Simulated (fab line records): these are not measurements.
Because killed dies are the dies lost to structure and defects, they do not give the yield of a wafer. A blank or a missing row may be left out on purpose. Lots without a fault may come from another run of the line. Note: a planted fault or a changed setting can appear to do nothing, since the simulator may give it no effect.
fab line records    flow n5Finfet
record: lots: 7  wafers: 21
route steps=1938 shown PASSIVATION@1930
startH: hours from the record's first day to the start of the lot's first wafer shown    waitH: how many hours have passed since the lot's step before this one    " as in the row above    L1.1+2: several wafers, shown together as one row    - no value, or no start given    * or withheld: withheld    < > ~ a bound
route shown NAME@n: names a module that has steps shown in the file, with the first one's number in the route    usual: average and standard deviation across the fault-free wafers    same: alike in all rows    chamber/n: place in a boat    sites: readings site by site    _std_site: the values' standard deviation    _edge_site: the outer-site mean with the inner-site mean subtracted    radiusMm: for every site, how far away it sits from the centre of the wafer    mask NAME#n: copy n    behind: the tool/chamber that last shaped the wafer    hold: why the lot went on hold/how many hours it stayed there/how the hold came to an end    device: which transistor (n, p or np) failed to switch    end of line: tests of these same wafers at the route's end    a step without rows: its recipe alone    killed: dies that structure and defects cost at the first sort, which is not the same as the wafer's yield    map: a wafer's dies, x killed, . not, _ none there
set.NAME: the setting the step ran with; set.NAME@STEP: the setting that earlier step ran with    model.NAME: the simulator's own value behind a step, which no gauge read
lots run with intentionally changed settings; tables by step, rows by wafer
== steps ==
step: N5_PASSIVATION_ETCH_54
recipe: chemistry: CHF3/O2  target: SiO2  targetDepthA: 8800  CHF3_flow_sccm: 50  O2_flow_sccm: 5  Ar_flow_sccm: 200  timeS: 440  maskMaterial: PR  pressureMtorr: 30  sourceW: 650  biasW: 170  ionEnergyEv: 200
lot.wafer  tool        chamber  startH  waitH  set.sourceW  model.etch.depthNm  model.PASSIVATION.featureDepthNm
L075.1     rieDiel-04  0        289.77  0.1    650          882.7               882.8
L075.3     "           3        "       "      650          867.7               867.8
L075.6     "           3        "       "      650          870.3               870.2
L079.2     rieDiel-04  1        305.15  0.1    610.4        824.6               824.6
L079.3     "           2        "       "      650          869.3               869.2
L079.5     "           1        "       "      650          848.7               848.6
L083.2     rieDiel-04  0        337.54  0.1    577.7        827.7               827.8
L083.3     "           3        "       "      650          863.1               863
L083.4     "           1        "       "      577.7        822.4               822.4
L082.1     rieDiel-01  0        337.76  0.1    650          860.3               860.4
L082.2     "           2        "       "      594.2        858.4               858.4
L082.5     "           1        "       "      650          888.8               888.8
L086.2     rieDiel-04  1        358.02  0.1    650          865                 865
L086.5     "           0        "       "      650          877                 877
L086.6     "           3        "       "      650          877.1               877
L092.2     rieDiel-02  3        389.37  0.1    650          913.3               913.4
L092.5     "           0        "       "      650          899                 899
L092.6     "           3        "       "      650          909.6               909.6
L097.2     rieDiel-02  0        467.52  0.1    730.4        918.3               918.2
L097.4     "           2        "       "      650          867                 867
L097.5     "           2        "       "      730.4        913.5               913.4
step: N5_PASSIVATION_STRIP_48
recipe: chemistry: O2  powerW: 600  tempC: 60  pressureMtorr: 30  rfFrequencyHz: 6e+07  biasPowerW: 0  overashFraction: 0.5  o2FlowSccm: 225
step: N5_PASSIVATION_STRIP_52
recipe: chemistry: postEtchResidueRemover  timeS: 1200  tempC: 72.5
step: N5_PASSIVATION_SRD_72
recipe: dry: ipaMarangoni  timeS: 30  tempC: 23  rinseLiquid: diw
step: N5_PASSIVATION_ANNEAL_56
recipe: tempC: 400  timeS: 1800  ambient: FGA  idleTempC: 300  rampUpCPerMin: 5  rampDownCPerMin: 3
step: N5_PASSIVATION_PROBE_49
usual: defectLimitedYield: 91.1/1.4  killed_at_M0_to_M3: 32/9.3  killed_at_M4_up: 13/5.8  killedAtContacts: 12/6.3  killedAtFrontEnd: 44/12  killedAtOther: 3.6/2.7  killedDies: 104/17  killedOpen: 69/13  killedShort: 34/6.9  sort_bin_5_function: 5.2/0.98  sort_bin_6_memory: 3.3/0.59  sort_bin_8_speed: 0.01/0.039  sortNPass: 1075/17
same: grossDies: 1180  killedAtBackSide: 0  sort_bin_4_leakage[%]: 0
lot.wafer  tool       chamber  startH  waitH  set.developTimeS@PASSIVATION_DEVELOP_43  defectLimitedYield[%]  killed_at_M0_to_M3  killed_at_M4_up  killedAtContacts  killedAtFrontEnd  killedAtOther  killedDies  killedOpen  killedShort  sort_bin_5_function[%]  sort_bin_6_memory[%]  sort_bin_8_speed[%]  sortNPass
L075.1     prober-01  -        292.60  0.0    60                                       91.0                   43                  11               7                 45                0              106         84          22           5.8                     3.1                   0                    1074
L075.3     prober-01  -        292.70  0.1    60                                       92.7                   25                  12               12                35                2              86          57          28           3.9                     3.3                   0                    1094
L075.6     prober-01  -        292.85  0.3    60                                       92.9                   31                  18               13                21                1              84          57          26           4.1                     2.8                   0                    1096
L079.2     prober-01  -        308.01  0.1    60                                       90.0                   50                  9                6                 52                1              118         62          22           5.6                     4.2                   0                    1062
L079.3     prober-01  -        308.06  0.1    60                                       90.8                   29                  5                13                61                0              108         65          42           6.4                     2.5                   0                    1072
L079.5     prober-01  -        308.16  0.2    60                                       85.9                   70                  6                11                75                4              166         82          31           8.1                     4.3                   0.51                 1014
L083.2     prober-02  -        340.37  0.1    60                                       1.7                    862                 11               239               46                2              1160        76          38           70.1                    14.1                  0                    20
L083.3     prober-02  -        340.42  0.1    64.15                                    1.9                    1081                13               7                 50                7              1158        63          39           70.6                    10.3                  0                    22
L083.4     prober-02  -        340.47  0.2    60                                       1.1                    867                 10               251               35                4              1167        42          33           66.9                    15.4                  0                    13
L082.1     prober-01  -        341.09  0.0    60                                       88.9                   57                  13               4                 51                6              131         73          28           6.4                     4.2                   0                    1049
L082.2     prober-01  -        341.14  0.1    60                                       87.2                   69                  6                17                53                6              151         91          32           8.1                     4.2                   0                    1029
L082.5     prober-01  -        341.29  0.2    60                                       92.5                   34                  9                7                 36                3              89          55          32           4.2                     3.0                   0.17                 1091
L086.2     prober-02  -        360.85  0.1    60                                       86.4                   94                  12               19                34                2              161         65          35           7.9                     4.8                   0                    1019
L086.5     prober-02  -        361.00  0.2    60                                       84.8                   95                  22               5                 56                1              179         78          39           8.6                     6.3                   0.08                 1000
L086.6     prober-02  -        361.05  0.3    60                                       92.8                   40                  8                7                 28                2              85          52          32           4.0                     3.0                   0                    1095
L092.2     prober-01  -        392.20  0.1    60                                       90.8                   32                  11               30                31                5              109         63          29           5.1                     3.7                   0                    1071
L092.5     prober-01  -        392.35  0.2    60                                       91.6                   26                  15               19                33                6              99          69          29           5.3                     3.0                   0                    1081
L092.6     prober-01  -        392.40  0.3    60                                       88.7                   43                  17               14                57                2              133         94          39           6.7                     4.3                   0                    1047
L097.2     prober-01  -        470.35  0.1    60                                       6.9                    1029                7                13                47                2              1098        63          35           66.1                    16.9                  0                    82
L097.4     prober-01  -        470.45  0.2    60                                       7.7                    926                 9                116               33                5              1089        57          27           65.6                    16.9                  0                    91
L097.5     prober-01  -        470.50  0.2    55.42                                    86.9                   27                  8                85                34                1              155         47          26           7.3                     5.6                   0                    1025
killed by level:class
L075.1 FIN_SAQP:geometricParticle:open=24 BEOL_M2:geometricParticle:open=13 BEOL_M3:geometricParticle:open=10 FIN_SAQP:geometricParticle:short=7 BEOL_M0_SAQP:geometricParticle:open=7 MOL_CONTACT_COAG:geometricParticle:open=5 BEOL_M1:geometricParticle:open=4 BEOL_M4:geometricParticle:open=4
L075.3 MOL_CONTACT_COAG:geometricParticle:open=10 FIN_SAQP:geometricParticle:open=9 FIN_SAQP:geometricParticle:short=8 BEOL_M0_SAQP:geometricParticle:short=8 STI_FIN_REVEAL:geometricParticle:open=6 DUMMY_GATE:geometricParticle:open=5 BEOL_M3:geometricParticle:open=4 ILD0:geometricParticle:open=3
L075.6 MOL_CONTACT_COAG:geometricParticle:open=10 BEOL_M3:geometricParticle:open=8 BEOL_M4:geometricParticle:open=7 BEOL_M0_SAQP:geometricParticle:open=5 STI_FIN_REVEAL:geometricParticle:open=4 GATE_CUT:geometricParticle:short=4 BEOL_M0:geometricParticle:short=4 BEOL_M7:geometricParticle:open=4
L079.2 BEOL_M2:areaExpose=32 STI_FIN_REVEAL:geometricParticle:open=17 GATE_CUT:geometricParticle:short=7 GATE_CUT:geometricParticle:open=7 MOL_CONTACT_COAG:geometricParticle:open=6 BEOL_M0:geometricParticle:open=5 BEOL_M2:geometricParticle:open=5 FIN_SAQP:geometricParticle:short=4
L079.3 STI_FIN_REVEAL:geometricParticle:open=17 MOL_CONTACT_COAG:geometricParticle:open=9 FIN_SAQP:geometricParticle:open=8 STI_FIN_REVEAL:geometricParticle:short=8 BEOL_M0_SAQP:geometricParticle:short=8 FIN_SAQP:geometricParticle:short=6 GATE_CUT:geometricParticle:short=6 BEOL_M3:geometricParticle:open=5
L079.5 BEOL_M2:areaExpose=38 STI_FIN_REVEAL:geometricParticle:open=27 FIN_SAQP:geometricParticle:open=12 MOL_CONTACT_COAG:geometricParticle:open=10 FIN_SAQP:geometricParticle:short=7 BEOL_M0_SAQP:geometricParticle:open=7 BEOL_M0_SAQP:geometricParticle:short=6 BEOL_M2:geometricParticle:open=6
L083.2 BEOL_M2:areaExpose=817 MOL_CONTACT_COAG:areaExpose=228 STI_FIN_REVEAL:geometricParticle:open=14 MOL_CONTACT_COAG:geometricParticle:open=10 BEOL_M0_SAQP:geometricParticle:open=10 FIN_SAQP:geometricParticle:short=8 FIN_SAQP:geometricParticle:open=7 BEOL_M0_SAQP:geometricParticle:short=7
L083.3 BEOL_M2:areaExpose=1053 FIN_SAQP:geometricParticle:open=11 FIN_SAQP:geometricParticle:short=11 STI_FIN_REVEAL:geometricParticle:open=9 MOL_CONTACT_COAG:geometricParticle:open=7 STI_FIN_REVEAL:geometricParticle:short=6 BEOL_M0_SAQP:geometricParticle:open=6 BEOL_M5:geometricParticle:open=5
L083.4 BEOL_M2:areaExpose=853 MOL_CONTACT_COAG:areaExpose=235 MOL_CONTACT_COAG:geometricParticle:open=12 FIN_SAQP:geometricParticle:open=8 FIN_SAQP:geometricParticle:short=8 MOL_CONTACT_COAG:geometricParticle:short=4 BEOL_M0_SAQP:geometricParticle:short=4 STI_FIN_REVEAL:geometricParticle:open=3
L082.1 BEOL_M2:areaExpose=27 STI_FIN_REVEAL:geometricParticle:open=16 BEOL_M2:geometricParticle:open=10 FIN_SAQP:geometricParticle:open=7 GATE_CUT:geometricParticle:short=7 STI_FIN_REVEAL:geometricParticle:short=5 BEOL_M0_SAQP:geometricParticle:short=5 ILD0:geometricParticle:open=4
L082.2 BEOL_M2:areaExpose=28 MOL_CONTACT_COAG:geometricParticle:open=16 STI_FIN_REVEAL:geometricParticle:open=10 FIN_SAQP:geometricParticle:open=9 BEOL_M3:geometricParticle:open=8 BEOL_M1:geometricParticle:open=7 BEOL_M2:geometricParticle:open=7 FIN_SAQP:geometricParticle:short=6
L082.5 BEOL_M0_SAQP:geometricParticle:short=9 STI_FIN_REVEAL:geometricParticle:open=8 GATE_CUT:geometricParticle:open=8 BEOL_M0_SAQP:geometricParticle:open=6 BEOL_M4:geometricParticle:open=6 GATE_CUT:geometricParticle:short=4 MOL_CONTACT_COAG:geometricParticle:open=4 BEOL_M3:geometricParticle:open=4
L086.2 BEOL_M2:areaExpose=51 MOL_CONTACT_COAG:geometricParticle:open=13 BEOL_M0_SAQP:geometricParticle:open=9 BEOL_M0_SAQP:geometricParticle:short=8 HKMG_FIN:areaEtch=8 BEOL_M4:geometricParticle:open=7 BEOL_M2:geometricParticle:open=7 BEOL_M3:geometricParticle:open=7
L086.5 BEOL_M2:areaExpose=60 FIN_SAQP:geometricParticle:open=19 BEOL_M1:geometricParticle:short=10 FIN_SAQP:geometricParticle:short=9 STI_FIN_REVEAL:geometricParticle:open=9 BEOL_M0_SAQP:geometricParticle:open=9 BEOL_M4:geometricParticle:open=9 DUMMY_GATE:geometricParticle:open=5
L086.6 BEOL_M2:geometricParticle:open=12 BEOL_M0_SAQP:geometricParticle:open=9 BEOL_M0_SAQP:geometricParticle:short=8 FIN_SAQP:geometricParticle:open=6 FIN_SAQP:geometricParticle:short=5 MOL_CONTACT_COAG:geometricParticle:open=5 BEOL_M4:geometricParticle:open=5 STARTING-WAFER:geometricParticle:open=4
L092.2 MOL_CONTACT_COAG:areaExpose=16 BEOL_M3:geometricParticle:open=12 MOL_CONTACT_COAG:geometricParticle:open=11 FIN_SAQP:geometricParticle:open=7 FIN_SAQP:geometricParticle:short=6 DUMMY_GATE:geometricParticle:open=5 BEOL_M0_SAQP:geometricParticle:short=5 BEOL_M0_SAQP:geometricParticle:open=4
L092.5 MOL_CONTACT_COAG:geometricParticle:open=13 BEOL_M3:geometricParticle:open=8 FIN_SAQP:geometricParticle:short=6 BEOL_M4:geometricParticle:open=6 MOL_CONTACT_COAG:geometricParticle:short=6 BEOL_M2:geometricParticle:open=6 STI_FIN_REVEAL:geometricParticle:open=5 FIN_SAQP:geometricParticle:open=4
L092.6 FIN_SAQP:geometricParticle:open=13 BEOL_M0_SAQP:geometricParticle:short=11 MOL_CONTACT_COAG:geometricParticle:open=10 BEOL_M4:geometricParticle:open=10 STI_FIN_REVEAL:geometricParticle:open=9 BEOL_M0_SAQP:geometricParticle:open=9 DUMMY_GATE:geometricParticle:open=7 BEOL_M3:geometricParticle:open=7
L097.2 BEOL_M2:areaExpose=997 STI_FIN_REVEAL:geometricParticle:open=12 MOL_CONTACT_COAG:geometricParticle:open=10 FIN_SAQP:geometricParticle:open=7 BEOL_M0_SAQP:geometricParticle:short=7 BEOL_M2:geometricParticle:open=7 FIN_SAQP:geometricParticle:short=6 STI_FIN_REVEAL:geometricParticle:short=6
L097.4 BEOL_M2:areaExpose=902 MOL_CONTACT_COAG:areaExpose=102 MOL_CONTACT_COAG:geometricParticle:open=11 BEOL_M3:geometricParticle:open=10 FIN_SAQP:geometricParticle:short=8 FIN_SAQP:geometricParticle:open=5 STI_FIN_REVEAL:geometricParticle:open=3 DUMMY_GATE:geometricParticle:open=3
L097.5 MOL_CONTACT_COAG:areaExpose=80 BEOL_M2:geometricParticle:open=12 FIN_SAQP:geometricParticle:short=9 STI_FIN_REVEAL:geometricParticle:open=6 FIN_SAQP:geometricParticle:open=4 ILD0:geometricParticle:open=3 MOL_CONTACT_COAG:geometricParticle:open=3 BEOL_M0_SAQP:geometricParticle:open=3
== key ==
split: step: N5_PASSIVATION_ETCH_54  setting: sourceW  stated: 650  by: wafer
response: step: N5_PASSIVATION_ETCH_54  reading: model.etch.depthNm  change: +3.55  per: 1%  r: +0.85
response: step: N5_PASSIVATION_ETCH_54  reading: model.PASSIVATION.featureDepthNm  change: +3.54  per: 1%  r: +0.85
split outsideThisFile step=N5_PASSIVATION_DEVELOP_43 setting=developTimeS
split outsideThisFile: this setting was split too, and the file shows its column; the key of that split is in another file
